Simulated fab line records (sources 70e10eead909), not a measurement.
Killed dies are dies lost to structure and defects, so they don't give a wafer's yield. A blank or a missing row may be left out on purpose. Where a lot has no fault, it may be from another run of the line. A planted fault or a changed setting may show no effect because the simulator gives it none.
Which tool was responsible? + flow nand harc + 72 wafers from 24 lots sampled at 5 of the route's 1159 steps

WHAT THE GAUGES READ, wafer by wafer
NHARC_P_CONTACT_CD_MEAS_12 targets a cd of 90 nm.
| lot  | measured     | on        | cd nm (nm)     |
|------|--------------|-----------|----------------|
| L074 | day 5 07:21  | cd sem-02 | 90.0 90.8 91.1 |
| L076 | day 5 17:49  | cd sem-01 | 89.4 88.3 88.5 |
| L075 | day 5 18:35  | cd sem-03 | 90.5 90.9 90.0 |
| L078 | day 6 09:36  | cd sem-01 | 90.1 89.2 89.4 |
| L077 | day 6 10:01  | cd sem-01 | 90.0 89.4 89.8 |
| L079 | day 6 21:35  | cd sem-01 | 91.7 91.7 90.7 |
| L081 | day 7 03:21  | cd sem-02 | 90.3 90.5 90.7 |
| L080 | day 7 04:02  | cd sem-03 | 91.0 91.2 90.2 |
| L083 | day 7 17:01  | cd sem-02 | 89.5 89.3 88.6 |
| L082 | day 7 17:32  | cd sem-03 | 89.9 89.4 90.0 |
| L084 | day 8 02:02  | cd sem-03 | 90.0 90.6 91.2 |
| L086 | day 8 18:47  | cd sem-01 | 91.3 91.1 92.3 |
| L088 | day 8 19:12  | cd sem-02 | 89.3 89.0 89.5 |
| L087 | day 8 19:31  | cd sem-03 | 91.8 91.2 90.8 |
| L085 | day 9 01:19  | cd sem-02 | 89.1 90.5 89.6 |
| L089 | day 9 07:26  | cd sem-01 | 89.7 89.9 89.7 |
| L090 | day 9 17:33  | cd sem-02 | 89.9 90.6 91.0 |
| L092 | day 9 19:10  | cd sem-03 | 91.0 89.5 90.0 |
| L091 | day 9 19:30  | cd sem-02 | 91.6 90.1 90.9 |
| L093 | day 10 05:55 | cd sem-02 | 89.8 89.5 89.0 |
| L094 | day 10 14:32 | cd sem-02 | 91.2 90.9 89.5 |
| L097 | day 10 22:23 | cd sem-03 | 90.9 90.6 91.4 |
| L095 | day 10 22:41 | cd sem-02 | 89.2 89.5 89.9 |
| L096 | day 10 23:46 | cd sem-02 | 88.9 89.5 88.7 |

NHARC_P_CONTACT_CD_MEAS_19.
| lot  | measured     | on        | cd nm (nm)     |
|------|--------------|-----------|----------------|
| L074 | day 5 08:34  | cd sem-01 | 91.7 90.6 92.0 |
| L076 | day 5 18:58  | cd sem-03 | 87.5 87.8 86.0 |
| L075 | day 5 19:49  | cd sem-01 | 91.6 91.4 91.2 |
| L078 | day 6 10:48  | cd sem-02 | 90.5 91.2 86.6 |
| L077 | day 6 11:11  | cd sem-03 | 90.5 88.5 88.7 |
| L079 | day 6 22:39  | cd sem-02 | 92.8 89.7 92.6 |
| L081 | day 7 04:25  | cd sem-03 | 89.0 90.9 88.7 |
| L080 | day 7 05:05  | cd sem-03 | 93.6 90.6 90.3 |
| L083 | day 7 18:04  | cd sem-01 | 89.5 87.9 89.0 |
| L082 | day 7 18:35  | cd sem-02 | 87.9 89.0 90.0 |
| L084 | day 8 03:05  | cd sem-03 | 91.9 87.3 92.1 |
| L086 | day 8 19:53  | cd sem-02 | 90.9 91.7 89.6 |
| L088 | day 8 20:15  | cd sem-03 | 86.4 89.4 90.4 |
| L087 | day 8 20:35  | cd sem-01 | 93.1 92.9 93.7 |
| L085 | day 9 02:22  | cd sem-01 | 89.2 92.1 90.3 |
| L089 | day 9 08:30  | cd sem-02 | 90.6 91.2 88.0 |
| L090 | day 9 18:38  | cd sem-02 | 88.5 88.7 89.7 |
| L092 | day 9 20:15  | cd sem-02 | 93.1 91.0 91.2 |
| L091 | day 9 20:37  | cd sem-02 | 92.6 93.8 91.1 |
| L093 | day 10 06:59 | cd sem-02 | 91.1 93.3 88.7 |
| L094 | day 10 15:36 | cd sem-03 | 88.8 90.2 91.6 |
| L097 | day 10 23:27 | cd sem-02 | 89.0 91.1 91.1 |
| L095 | day 10 23:45 | cd sem-01 | 88.0 89.1 88.5 |
| L096 | day 11 00:59 | cd sem-01 | 89.1 90.9 89.6 |

NHARC_P_M0_CD_MEAS_16.
| lot  | measured     | on        | cd nm (nm)     |
|------|--------------|-----------|----------------|
| L074 | day 5 13:47  | cd sem-01 | 89.9 90.6 90.4 |
| L076 | day 5 23:15  | cd sem-02 | 91.5 89.9 90.5 |
| L075 | day 5 23:47  | cd sem-03 | 89.3 90.3 90.7 |
| L078 | day 6 16:38  | cd sem-01 | 89.1 91.0 89.5 |
| L077 | day 6 17:12  | cd sem-03 | 89.5 89.5 90.6 |
| L079 | day 7 02:58  | cd sem-02 | 90.5 91.0 90.3 |
| L081 | day 7 08:04  | cd sem-03 | 89.8 89.7 90.9 |
| L080 | day 7 08:44  | cd sem-03 | 88.8 89.6 89.9 |
| L083 | day 8 00:32  | cd sem-01 | 90.7 90.4 91.2 |
| L082 | day 8 00:59  | cd sem-02 | 87.6 90.4 90.4 |
| L084 | day 8 06:43  | cd sem-03 | 88.8 90.3 88.6 |
| L086 | day 9 02:45  | cd sem-01 | 90.1 90.7 89.8 |
| L088 | day 9 02:53  | cd sem-01 | 90.0 89.6 89.5 |
| L087 | day 9 03:10  | cd sem-02 | 88.4 89.3 88.6 |
| L085 | day 9 05:51  | cd sem-01 | 88.6 89.8 90.2 |
| L089 | day 9 12:31  | cd sem-02 | 88.8 88.9 89.0 |
| L090 | day 10 03:07 | cd sem-01 | 90.2 89.9 91.4 |
| L092 | day 10 02:52 | cd sem-03 | 90.2 91.3 90.0 |
| L091 | day 10 03:30 | cd sem-03 | 90.6 90.8 89.3 |
| L093 | day 10 10:35 | cd sem-02 | 89.6 89.7 89.2 |
| L094 | day 10 20:56 | cd sem-01 | 89.8 91.2 90.9 |
| L097 | day 11 05:35 | cd sem-01 | 90.8 90.2 90.9 |
| L095 | day 11 06:07 | cd sem-03 | 90.0 90.5 90.1 |
| L096 | day 11 06:59 | cd sem-03 | 89.8 90.3 88.8 |

TOOL THAT RAN EACH LOT (tool first, then ch and the chambers of the sampled wafers, then the start)
| lot  | NHARC_P_GATE_STRIP_76                | NHARC_P_CONTACT_ETCH_35            |
|------|--------------------------------------|------------------------------------|
| L074 | plasma asher-02 ch 0,1, day 5 01:32  | rie diel-11 ch 0,3, day 5 07:40    |
| L076 | plasma asher-02 ch 0,1, day 5 12:11  | rie diel-06 ch 0,2,3, day 5 18:05  |
| L075 | plasma asher-01 ch 0,1, day 5 12:43  | rie diel-11 ch 2,3, day 5 18:53    |
| L078 | plasma asher-02 ch 0,1, day 6 03:38  | rie diel-11 ch 0,2,3, day 6 09:53  |
| L077 | plasma asher-01 ch 0,1, day 6 03:52  | rie diel-11 ch 0,1,2, day 6 10:23  |
| L079 | plasma asher-02 ch 0, day 6 15:53    | rie diel-07 ch 1,2,3, day 6 21:52  |
| L081 | plasma asher-02 ch 0,1, day 6 21:41  | rie diel-11 ch 0,2,3, day 7 03:37  |
| L080 | plasma asher-01 ch 0,1, day 6 21:53  | rie diel-07 ch 0,2, day 7 04:18    |
| L083 | plasma asher-01 ch 0,1, day 7 11:29  | rie diel-07 ch 1,2, day 7 17:17    |
| L082 | plasma asher-01 ch 0,1, day 7 11:59  | rie diel-11 ch 1,2,3, day 7 17:49  |
| L084 | plasma asher-02 ch 0,1, day 7 20:23  | rie diel-07 ch 1,2,3, day 8 02:18  |
| L086 | plasma asher-02 ch 0,1, day 8 13:08  | rie diel-07 ch 1,2, day 8 19:04    |
| L088 | plasma asher-02 ch 0,1, day 8 13:35  | rie diel-11 ch 0,2,3, day 8 19:28  |
| L087 | plasma asher-02 ch 0,1, day 8 14:07  | rie diel-07 ch 2,3, day 8 19:48    |
| L085 | plasma asher-01 ch 0,1, day 8 19:42  | rie diel-07 ch 1,2, day 9 01:35    |
| L089 | plasma asher-02 ch 0,1, day 9 01:36  | rie diel-07 ch 0,3, day 9 07:43    |
| L090 | plasma asher-01 ch 0,1, day 9 11:58  | rie diel-07 ch 2,3, day 9 17:50    |
| L092 | plasma asher-02 ch 0,1, day 9 13:20  | rie diel-11 ch 0,1, day 9 19:26    |
| L091 | plasma asher-01 ch 0,1, day 9 13:32  | rie diel-07 ch 0,2,3, day 9 19:47  |
| L093 | plasma asher-02 ch 0,1, day 10 00:19 | rie diel-07 ch 1,2, day 10 06:11   |
| L094 | plasma asher-02 ch 0,1, day 10 09:01 | rie diel-11 ch 0,2,3, day 10 14:49 |
| L097 | plasma asher-01 ch 0,1, day 10 16:34 | rie diel-06 ch 0,2, day 10 22:40   |
| L095 | plasma asher-01 ch 1, day 10 16:53   | rie diel-07 ch 0,2, day 10 22:58   |
| L096 | plasma asher-02 ch 0,1, day 10 17:44 | rie diel-11 ch 0,3, day 11 00:04   |
- NHARC_P_GATE_STRIP_76: strips in O2.
- NHARC_P_CONTACT_ETCH_35: etches the open film in CF4, target depth 39 nm, time 65 s.

AS READ BY THE TOOLS THEMSELVES (means over the sampled wafers that have a number; for cases with no such wafer, the mark the record gives instead)
NHARC_P_GATE_STRIP_76.
| lot  | tool            | drypump motor current A (A) | heater power w (W) |
|------|-----------------|-----------------------------|--------------------|
| L074 | plasma asher-02 | 6.2                         | 339                |
| L076 | plasma asher-02 | 6.2                         | 336                |
| L075 | plasma asher-01 | 5.4                         | 336                |
| L078 | plasma asher-02 | 5.8                         | 338                |
| L077 | plasma asher-01 | 5.4                         | 337                |
| L079 | plasma asher-02 | 5.3                         | 339                |
| L081 | plasma asher-02 | 5.8                         | 339                |
| L080 | plasma asher-01 | 5.4                         | 318                |
| L083 | plasma asher-01 | 5.4                         | 338                |
| L082 | plasma asher-01 | 5.4                         | 332                |
| L084 | plasma asher-02 | 6.2                         | 336                |
| L086 | plasma asher-02 | 6.2                         | 337                |
| L088 | plasma asher-02 | 6.2                         | 342                |
| L087 | plasma asher-02 | 5.8                         | 333                |
| L085 | plasma asher-01 | 5.4                         | 335                |
| L089 | plasma asher-02 | 5.8                         | 342                |
| L090 | plasma asher-01 | 5.4                         | 339                |
| L092 | plasma asher-02 | 5.8                         | 335                |
| L091 | plasma asher-01 | 5.4                         | 316                |
| L093 | plasma asher-02 | 6.2                         | 329                |
| L094 | plasma asher-02 | 5.8                         | 338                |
| L097 | plasma asher-01 | 5.5                         | 317                |
| L095 | plasma asher-01 | 5.4                         | 353                |
| L096 | plasma asher-02 | 5.7                         | 339                |

NHARC_P_CONTACT_ETCH_35.
| lot  | tool        | drypump motor current A (A) | mfc ar sccm (sccm) | oes product au (a.u.) | rf vpp V (V) | showerhead plenum p Torr (Torr) | throttle valve pct (%) |
|------|-------------|-----------------------------|--------------------|-----------------------|--------------|---------------------------------|------------------------|
| L074 | rie diel-11 | 6.3                         | 0.017              | 0.984                 | 151.3        | 1.72                            | 13.287                 |
| L076 | rie diel-06 | 5.5                         | 0.013              | 1.002                 | 149.5        | 1.68                            | 13.294                 |
| L075 | rie diel-11 | 5.8                         | 0.004              | 1.001                 | 151.5        | 1.81                            | 13.278                 |
| L078 | rie diel-11 | 6.1                         | 0.009              | 0.995                 | 151.0        | 1.77                            | 13.283                 |
| L077 | rie diel-11 | 6.0                         | 0.011              | 0.984                 | 151.5        | 1.76                            | 13.282                 |
| L079 | rie diel-07 | 5.2                         | 0.006              | 1.000                 | 151.0        | 1.74                            | 13.279                 |
| L081 | rie diel-11 | 6.0                         | 0.009              | 0.984                 | 151.5        | 1.77                            | 13.279                 |
| L080 | rie diel-07 | 5.7                         | 0.014              | 0.999                 | 151.9        | 1.76                            | 13.293                 |
| L083 | rie diel-07 | 5.1                         | 0.005              | 1.009                 | 150.4        | 1.70                            | 13.277                 |
| L082 | rie diel-11 | 5.8                         | 0.006              | 0.999                 | 152.0        | 1.80                            | 13.286                 |
| L084 | rie diel-07 | 5.2                         | 0.006              | 0.998                 | 151.3        | 1.74                            | 13.291                 |
| L086 | rie diel-07 | 5.1                         | 0.005              | 1.007                 | 149.5        | 1.70                            | 13.282                 |
| L088 | rie diel-11 | 6.0                         | 0.009              | 0.995                 | 151.6        | 1.77                            | 13.276                 |
| L087 | rie diel-07 | 5.3                         | 0.007              | 0.988                 | 150.3        | 1.77                            | 13.294                 |
| L085 | rie diel-07 | 5.3                         | 0.009              | 1.002                 | 151.3        | 1.71                            | 13.288                 |
| L089 | rie diel-07 | 6.0                         | 0.010              | 0.999                 | 152.1        | 1.83                            | 13.285                 |
| L090 | rie diel-07 | 5.4                         | 0.010              | 0.993                 | 150.3        | 1.75                            | 13.285                 |
| L092 | rie diel-11 | 6.0                         | 0.015              | 0.995                 | 151.4        | 1.75                            | 13.291                 |
| L091 | rie diel-07 | 5.7                         | 0.010              | 0.990                 | 151.8        | 1.79                            | 13.283                 |
| L093 | rie diel-07 | 5.2                         | 0.009              | 0.997                 | 150.7        | 1.71                            | 13.284                 |
| L094 | rie diel-11 | 6.1                         | 0.009              | 0.989                 | 151.0        | 1.77                            | 13.288                 |
| L097 | rie diel-06 | 5.2                         | 0.006              | 1.005                 | 149.7        | 1.69                            | 13.280                 |
| L095 | rie diel-07 | 6.0                         | 0.013              | 1.000                 | 151.8        | 1.80                            | 13.285                 |
| L096 | rie diel-11 | 6.3                         | 0.017              | 0.987                 | 150.3        | 1.72                            | 13.285                 |

THE ANSWER, worked out from the rows above alone
Rule: the lots themselves supply what counts as usual. Put in order of their means at a reading, lots are off if they are a third of the lots or fewer, leave a main group of 4 or more, and stand apart from it by a gap of 3 or more times the standard deviation of the main group's means; of several such gaps the widest counts. The tables above print the reading to a certain number of digits; a main group whose means all agree to those digits is not used. A lot without any number at a reading at which 4 lots or more have one is off too. Where the step has rows for the other lots, those lots are counted as sound. Order of review: gauges by route order, followed by the tools' own readings, for which a lot's mean as printed above is used. The first step at which some lot is off is used, and at that step the reading that is off furthest; a lot without a number counts as furthest.
No lot is off on any of the readings shown, so nothing can be concluded from this.

WHAT HAD BEEN PUT IN BY THE SIMULATOR
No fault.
